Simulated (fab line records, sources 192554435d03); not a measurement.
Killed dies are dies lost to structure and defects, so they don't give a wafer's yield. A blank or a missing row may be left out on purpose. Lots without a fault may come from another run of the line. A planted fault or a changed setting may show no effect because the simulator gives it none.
Which tool did it? | flow n5_finfet | 24 lots, 72 wafers sampled, at 6 steps of a route of 1938

WHAT THE GAUGES READ, wafer by wafer
N5_BEOL_M8_OVL_MEAS_12.
lot  | measured     | on         | M8_OVL (nm)
L074 | day 9 13:01  | overlay-02 | -0.1 0.2 0.1
L075 | day 9 15:37  | overlay-02 | 0.4 0.3 0.5
L076 | day 9 19:37  | overlay-02 | -1.5 -0.9 -0.7
L078 | day 9 23:44  | overlay-02 | 0.4 -0.5 -0.4
L077 | day 10 03:53 | overlay-02 | 1.0 1.1 0.5
L079 | day 10 20:53 | overlay-02 | -0.1 1.0 0.3
L080 | day 11 08:25 | overlay-02 | 1.0 0.4 0.8
L081 | day 11 13:17 | overlay-01 | -1.5 -0.3 -0.8
L083 | day 12 15:22 | overlay-01 | 0.0 1.1 1.0
L084 | day 12 15:32 | overlay-01 | -0.4 -0.6 -0.6
L087 | day 12 14:53 | overlay-02 | 0.1 0.7 0.4
L082 | day 12 19:20 | overlay-01 | 0.3 -0.7 0.1
L086 | day 12 19:11 | overlay-01 | 0.0 -0.4 -0.3
L085 | day 13 08:54 | overlay-02 | 0.6 1.7 0.7
L088 | day 13 12:46 | overlay-02 | 0.8 -0.4 1.2
L089 | day 14 03:19 | overlay-01 | 0.1 -0.2 -0.2
L090 | day 14 06:41 | overlay-01 | 0.2 -0.6 0.2
L091 | day 14 06:58 | overlay-02 | 0.4 -0.7 0.3
L092 | day 14 14:26 | overlay-02 | -0.2 0.9 -0.1
L093 | day 14 14:43 | overlay-02 | 0.6 0.5 0.6
L094 | day 14 17:37 | overlay-02 | 0.3 0.9 1.0
L095 | day 14 21:38 | overlay-01 | 0.0 0.7 -0.3
L096 | day 15 02:23 | overlay-02 | -0.3 0.3 0.3
L097 | day 16 01:07 | overlay-01 | -1.5 -0.1 -0.7

WHICH TOOL RAN EACH LOT (tool, then ch and the chambers of the sampled wafers, then the start)
lot  | N5_BEOL_M7_STRIP_19                | N5_BEOL_M7_VIA_ETCH_34             | N5_BEOL_M7_SURFACE_TREAT_79  | N5_BEOL_M7_CMP_52             | N5_BEOL_M8_HM_DEP_02
L074 | rie_diel-04 ch 1,2,3, day 9 06:30  | rie_diel-05 ch 1,2,3, day 9 07:58  | pvd_sputter-02, day 9 09:21  | cmp-01 ch 0,3, day 9 10:27    | pvd_sputter-03, day 9 12:23
L075 | rie_diel-04 ch 0,1,2, day 9 08:34  | rie_diel-04 ch 0,1, day 9 09:23    | pvd_sputter-03, day 9 11:13  | cmp-03 ch 1,2,3, day 9 12:39  | pvd_sputter-03, day 9 14:59
L076 | rie_diel-03 ch 0,2,3, day 9 13:37  | rie_diel-03 ch 1,2, day 9 14:32    | pvd_sputter-01, day 9 16:01  | cmp-03 ch 0,1,3, day 9 17:05  | pvd_sputter-02, day 9 19:05
L078 | rie_diel-05 ch 0,1,3, day 9 15:40  | rie_diel-03 ch 0,1, day 9 16:23    | pvd_sputter-02, day 9 17:50  | cmp-04 ch 2,3, day 9 18:41    | pvd_sputter-03, day 9 23:20
L077 | rie_diel-03 ch 0,2,3, day 9 19:44  | rie_diel-05 ch 0,1,3, day 9 23:07  | pvd_sputter-03, day 10 00:35 | cmp-03 ch 0,1,3, day 10 02:10 | pvd_sputter-02, day 10 03:22
L079 | rie_diel-03 ch 0,1, day 10 12:35   | rie_diel-05 ch 0,1, day 10 15:05   | pvd_sputter-03, day 10 16:29 | cmp-04 ch 2,3, day 10 17:22   | pvd_sputter-03, day 10 20:22
L080 | rie_diel-03 ch 0,1,2, day 11 01:56 | rie_diel-04 ch 0,1,3, day 11 02:37 | pvd_sputter-03, day 11 05:10 | cmp-01 ch 0,2,3, day 11 06:02 | pvd_sputter-01, day 11 07:53
L081 | rie_diel-04 ch 1,2,3, day 11 07:17 | rie_diel-04 ch 0,1,3, day 11 08:48 | pvd_sputter-01, day 11 10:43 | cmp-01 ch 0,2,3, day 11 11:33 | pvd_sputter-03, day 11 12:44
L083 | rie_diel-04 ch 0,3, day 12 06:29   | rie_diel-03 ch 0,1,2, day 12 08:44 | pvd_sputter-01, day 12 10:40 | cmp-04 ch 0,1,2, day 12 11:43 | pvd_sputter-02, day 12 14:50
L084 | rie_diel-04 ch 1,2, day 12 06:34   | rie_diel-05 ch 0,1, day 12 08:35   | pvd_sputter-01, day 12 10:09 | cmp-01 ch 0,3, day 12 11:15   | pvd_sputter-02, day 12 14:56
L087 | rie_diel-05 ch 0,1, day 12 06:46   | rie_diel-04 ch 0,1,3, day 12 08:32 | pvd_sputter-01, day 12 09:57 | cmp-03 ch 1,3, day 12 11:01   | pvd_sputter-02, day 12 14:21
L082 | rie_diel-03 ch 2,3, day 12 10:38   | rie_diel-03 ch 2,3, day 12 14:23   | pvd_sputter-01, day 12 15:45 | cmp-03 ch 0,1,3, day 12 16:49 | pvd_sputter-01, day 12 18:44
L086 | rie_diel-04 ch 2,3, day 12 10:55   | rie_diel-05 ch 0,3, day 12 14:46   | pvd_sputter-03, day 12 16:02 | cmp-03 ch 0,1, day 12 17:10   | pvd_sputter-01, day 12 18:38
L085 | rie_diel-05 ch 2,3, day 12 23:19   | rie_diel-03 ch 1,2, day 13 00:19   | pvd_sputter-03, day 13 04:36 | cmp-03 ch 0,2, day 13 05:29   | pvd_sputter-01, day 13 08:29
L088 | rie_diel-03 ch 0,1,2, day 13 03:04 | rie_diel-05 ch 1,2,3, day 13 05:34 | pvd_sputter-03, day 13 06:58 | cmp-04 ch 1,2,3, day 13 08:29 | pvd_sputter-03, day 13 12:14
L089 | rie_diel-05 ch 0,1, day 13 18:34   | rie_diel-04 ch 1,2,3, day 13 23:08 | pvd_sputter-01, day 14 00:31 | cmp-04 ch 1,2,3, day 14 01:31 | pvd_sputter-02, day 14 02:55
L090 | rie_diel-04 ch 0,1, day 13 22:02   | rie_diel-05 ch 0,1,2, day 13 23:36 | pvd_sputter-02, day 14 01:46 | cmp-03 ch 0,1, day 14 03:01   | pvd_sputter-01, day 14 06:10
L091 | rie_diel-03 ch 0,1,3, day 14 00:32 | rie_diel-04 ch 1,2,3, day 14 01:41 | pvd_sputter-03, day 14 03:08 | cmp-01 ch 0,2,3, day 14 04:29 | pvd_sputter-01, day 14 06:25
L092 | rie_diel-05 ch 0,1, day 14 07:04   | rie_diel-05 ch 1,2,3, day 14 09:37 | pvd_sputter-03, day 14 10:54 | cmp-01 ch 1,2,3, day 14 12:04 | pvd_sputter-03, day 14 13:57
L093 | rie_diel-05 ch 0,1,2, day 14 07:08 | rie_diel-05 ch 0,2,3, day 14 10:02 | pvd_sputter-01, day 14 11:23 | cmp-01 ch 0,1,2, day 14 12:33 | pvd_sputter-01, day 14 14:11
L094 | rie_diel-03 ch 2,3, day 14 11:47   | rie_diel-05 ch 1,2,3, day 14 12:47 | pvd_sputter-03, day 14 14:06 | cmp-01 ch 0,2,3, day 14 15:19 | pvd_sputter-03, day 14 17:05
L095 | rie_diel-03 ch 0,3, day 14 14:18   | rie_diel-05 ch 0,1,3, day 14 16:02 | pvd_sputter-03, day 14 17:37 | cmp-03 ch 0,3, day 14 19:15   | pvd_sputter-03, day 14 21:13
L096 | rie_diel-04 ch 0,1,3, day 14 17:46 | rie_diel-05 ch 0,1,3, day 14 20:00 | pvd_sputter-03, day 14 21:37 | cmp-04 ch 0,1,3, day 14 22:47 | pvd_sputter-01, day 15 01:59
L097 | rie_diel-04 ch 0,2,3, day 15 13:50 | rie_diel-05 ch 0,1,3, day 15 17:46 | pvd_sputter-02, day 15 19:16 | cmp-03 ch 0,2,3, day 15 21:19 | pvd_sputter-01, day 16 00:35
- N5_BEOL_M7_STRIP_19: strips in O2.
- N5_BEOL_M7_VIA_ETCH_34: etches SiCOH lowk in C4F6/O2, target depth 125.5 nm, time 50.5 s.
- N5_BEOL_M7_SURFACE_TREAT_79
- N5_BEOL_M7_CMP_52: polishes, stops on SiCOH lowk, t overpolish 6.9 s, target thk 80 nm.
- N5_BEOL_M8_HM_DEP_02: deposits TiN, target thk 20 nm.

WHAT THE TOOLS THEMSELVES READ (means of the sampled wafers that have a number; where no wafer has one, the mark that the record gives instead)
N5_BEOL_M7_STRIP_19.
lot  | tool        | drypump_motor_current_A (A) | o2_flow_sccm (sccm) | oes_product_au (a.u.) | rf_vpp_V (V) | showerhead_plenum_p_Torr (Torr) | throttle_valve_pct (%)
L074 | rie_diel-04 | 5.2                         | 224.3               | 0.83                  | 3.5          | 2.15                            | 16.59
L075 | rie_diel-04 | 5.3                         | 224.7               | 0.84                  | 3.5          | 2.12                            | 16.54
L076 | rie_diel-03 | 5.7                         | 224.9               | 0.82                  | 3.4          | 2.06                            | 16.56
L078 | rie_diel-05 | 5.5                         | 224.9               | 0.72                  | 3.7          | 2.09                            | 16.71
L077 | rie_diel-03 | 5.7                         | 225.4               | 0.82                  | 3.5          | 2.06                            | 16.56
L079 | rie_diel-03 | 5.4                         | 225.7               | 0.71                  | 3.6          | 2.13                            | 16.72
L080 | rie_diel-03 | 5.4                         | 224.9               | 0.78                  | 3.6          | 2.10                            | 16.65
L081 | rie_diel-04 | 5.2                         | 224.1               | 0.81                  | 4.1          | 2.14                            | 16.63
L083 | rie_diel-04 | 5.4                         | 224.5               | 0.72                  | 3.5          | 2.14                            | 16.85
L084 | rie_diel-04 | 5.2                         | 225.0               | 0.86                  | 4.0          | 2.10                            | 16.44
L087 | rie_diel-05 | 5.5                         | 223.9               | 0.70                  | 3.5          | 2.05                            | 16.68
L082 | rie_diel-03 | 5.7                         | 224.8               | 0.85                  | 3.3          | 2.04                            | 16.60
L086 | rie_diel-04 | 5.3                         | 224.8               | 0.83                  | 3.0          | 2.08                            | 16.53
L085 | rie_diel-05 | 6.0                         | 224.6               | 0.72                  | 4.0          | 2.09                            | 16.74
L088 | rie_diel-03 | 5.4                         | 225.2               | 0.76                  | 2.9          | 2.09                            | 16.70
L089 | rie_diel-05 | 5.5                         | 225.9               | 0.79                  | 3.8          | 2.05                            | 16.55
L090 | rie_diel-04 | 5.1                         | 224.8               | 0.79                  | 3.3          | 2.16                            | 16.71
L091 | rie_diel-03 | 5.7                         | 225.1               | 0.73                  | 3.7          | 2.08                            | 16.71
L092 | rie_diel-05 | 5.1                         | 224.7               | 0.86                  | 4.2          | 2.10                            | 16.53
L093 | rie_diel-05 | 5.6                         | 224.6               | 0.79                  | 3.8          | 2.08                            | 16.59
L094 | rie_diel-03 | 5.7                         | 224.5               | 0.84                  | 3.9          | 2.03                            | 16.63
L095 | rie_diel-03 | 5.8                         | 224.6               | 0.74                  | 4.0          | 2.05                            | 16.64
L096 | rie_diel-04 | 5.2                         | 225.3               | 0.75                  | 3.8          | 2.15                            | 16.80
L097 | rie_diel-04 | 5.4                         | 224.6               | 0.75                  | 4.2          | 2.09                            | 16.70

N5_BEOL_M7_VIA_ETCH_34.
lot  | tool        | drypump_motor_current_A (A) | oes_product_au (a.u.) | rf_fwd_power_W (W) | rf_vpp_V (V) | showerhead_plenum_p_Torr (Torr) | throttle_valve_pct (%)
L074 | rie_diel-05 | 5.9                         | 0.74                  | 340.4              | 666          | 2.81                            | 20.82
L075 | rie_diel-04 | 5.1                         | 0.82                  | 341.1              | 661          | 2.95                            | 20.94
L076 | rie_diel-03 | 5.3                         | 0.78                  | 341.9              | 667          | 2.89                            | 20.98
L078 | rie_diel-03 | 5.5                         | 0.73                  | 341.5              | 662          | 2.87                            | 20.86
L077 | rie_diel-05 | 5.4                         | 0.72                  | 341.0              | 662          | 2.83                            | 20.89
L079 | rie_diel-05 | 5.1                         | 0.71                  | 342.3              | 664          | 2.86                            | 20.92
L080 | rie_diel-04 | 5.2                         | 0.77                  | 340.6              | 665          | 2.93                            | 21.02
L081 | rie_diel-04 | 5.3                         | 0.76                  | 341.7              | 665          | 2.93                            | 21.03
L083 | rie_diel-03 | 5.4                         | 0.76                  | 340.9              | 666          | 2.84                            | 20.91
L084 | rie_diel-05 | 5.1                         | 0.70                  | 341.6              | 664          | 2.85                            | 20.94
L087 | rie_diel-04 | 5.3                         | 0.76                  | 342.0              | 665          | 2.92                            | 21.04
L082 | rie_diel-03 | 5.9                         | 0.82                  | 342.2              | 670          | 2.77                            | 20.86
L086 | rie_diel-05 | 5.1                         | 0.69                  | 342.2              | 669          | 2.88                            | 20.99
L085 | rie_diel-03 | 5.4                         | 0.81                  | 342.5              | 671          | 2.83                            | 20.93
L088 | rie_diel-05 | 5.9                         | 0.72                  | 340.1              | 666          | 2.80                            | 20.87
L089 | rie_diel-04 | 5.2                         | 0.80                  | 342.7              | 666          | 2.91                            | 20.96
L090 | rie_diel-05 | 5.6                         | 0.80                  | 340.9              | 668          | 2.82                            | 20.80
L091 | rie_diel-04 | 5.1                         | 0.79                  | 342.4              | 666          | 2.91                            | 20.95
L092 | rie_diel-05 | 5.9                         | 0.72                  | 340.7              | 666          | 2.80                            | 20.89
L093 | rie_diel-05 | 5.6                         | 0.79                  | 340.8              | 673          | 2.86                            | 20.84
L094 | rie_diel-05 | 5.9                         | 0.72                  | 340.7              | 666          | 2.80                            | 20.88
L095 | rie_diel-05 | 5.4                         | 0.78                  | 341.5              | 662          | 2.82                            | 20.83
L096 | rie_diel-05 | 5.4                         | 0.78                  | 341.8              | 662          | 2.82                            | 20.83
L097 | rie_diel-05 | 5.5                         | 0.77                  | 341.5              | 663          | 2.81                            | 20.83

N5_BEOL_M7_CMP_52.
lot  | tool   | barrier_field_endpoint_s (s) | motor_current_A (A) | overpolish_run_s (s) | time_to_endpoint_s (s)
L074 | cmp-01 | 29.3                         | 5.4                 | 6.908                | 63.2
L075 | cmp-03 | 29.7                         | 6.2                 | 6.890                | 64.6
L076 | cmp-03 | 29.7                         | 6.1                 | 6.893                | 62.8
L078 | cmp-04 | 29.0                         | 6.4                 | 6.899                | 61.2
L077 | cmp-03 | 29.1                         | 6.0                 | 6.899                | 62.2
L079 | cmp-04 | 28.6                         | 6.5                 | 6.903                | 60.3
L080 | cmp-01 | 28.7                         | 5.8                 | 6.902                | 63.4
L081 | cmp-01 | 29.3                         | 5.7                 | 6.897                | 63.1
L083 | cmp-04 | 29.9                         | 6.5                 | 6.899                | 66.7
L084 | cmp-01 | 29.5                         | 5.6                 | 6.891                | 65.0
L087 | cmp-03 | 29.9                         | 5.8                 | 6.901                | 65.0
L082 | cmp-03 | 28.6                         | 6.1                 | 6.900                | 62.5
L086 | cmp-03 | 29.6                         | 6.3                 | 6.904                | 64.4
L085 | cmp-03 | 28.4                         | 6.0                 | 6.900                | 63.4
L088 | cmp-04 | 28.6                         | 6.5                 | 6.900                | 62.9
L089 | cmp-04 | 29.1                         | 6.5                 | 6.908                | 62.5
L090 | cmp-03 | 28.9                         | 6.5                 | 6.907                | 62.3
L091 | cmp-01 | 29.6                         | 5.6                 | 6.898                | 67.0
L092 | cmp-01 | 29.5                         | 5.9                 | 6.918                | 65.5
L093 | cmp-01 | 28.8                         | 5.8                 | 6.899                | 64.0
L094 | cmp-01 | 29.3                         | 5.6                 | 6.894                | 63.8
L095 | cmp-03 | 28.6                         | 5.8                 | 6.911                | 59.3
L096 | cmp-04 | 29.2                         | 6.3                 | 6.894                | 65.0
L097 | cmp-03 | 28.6                         | 5.7                 | 6.901                | 62.2

N5_BEOL_M8_HM_DEP_02.
lot  | tool           | throttle_valve_pct (%)
L074 | pvd_sputter-03 | 31.5
L075 | pvd_sputter-03 | 30.4
L076 | pvd_sputter-02 | 30.0
L078 | pvd_sputter-03 | 28.9
L077 | pvd_sputter-02 | 30.0
L079 | pvd_sputter-03 | 30.4
L080 | pvd_sputter-01 | 30.1
L081 | pvd_sputter-03 | 29.6
L083 | pvd_sputter-02 | 30.0
L084 | pvd_sputter-02 | 29.9
L087 | pvd_sputter-02 | 30.0
L082 | pvd_sputter-01 | 30.3
L086 | pvd_sputter-01 | 30.3
L085 | pvd_sputter-01 | 30.2
L088 | pvd_sputter-03 | 28.9
L089 | pvd_sputter-02 | 29.4
L090 | pvd_sputter-01 | 29.6
L091 | pvd_sputter-01 | 30.3
L092 | pvd_sputter-03 | 30.4
L093 | pvd_sputter-01 | 30.3
L094 | pvd_sputter-03 | 31.0
L095 | pvd_sputter-03 | 30.3
L096 | pvd_sputter-01 | 30.2
L097 | pvd_sputter-01 | 30.5

THE ANSWER, worked out from the rows above alone
Rule: what is usual is taken from the lots themselves. Put in order of their means at a reading, lots are off if they are a third of the lots or fewer, leave a main group of 4 or more, and stand apart from it by a gap of 3 or more times the standard deviation of the main group's means; of several such gaps the widest counts. A main group whose means are all the same, to the digits that the tables above print for the reading, isn't used. A lot without any number at a reading at which 4 lots or more have one is off too. The other lots that the step has rows for count as sound. The gauges are gone through in route order, then the tools' own readings, and for those a lot's mean is taken as printed above. The first step at which some lot is off is used, and at that step the reading that is off furthest; a lot without a number counts as furthest.
No lot is off at any reading shown: from this, nothing can be told.

WHAT THE SIMULATOR HAD PUT IN
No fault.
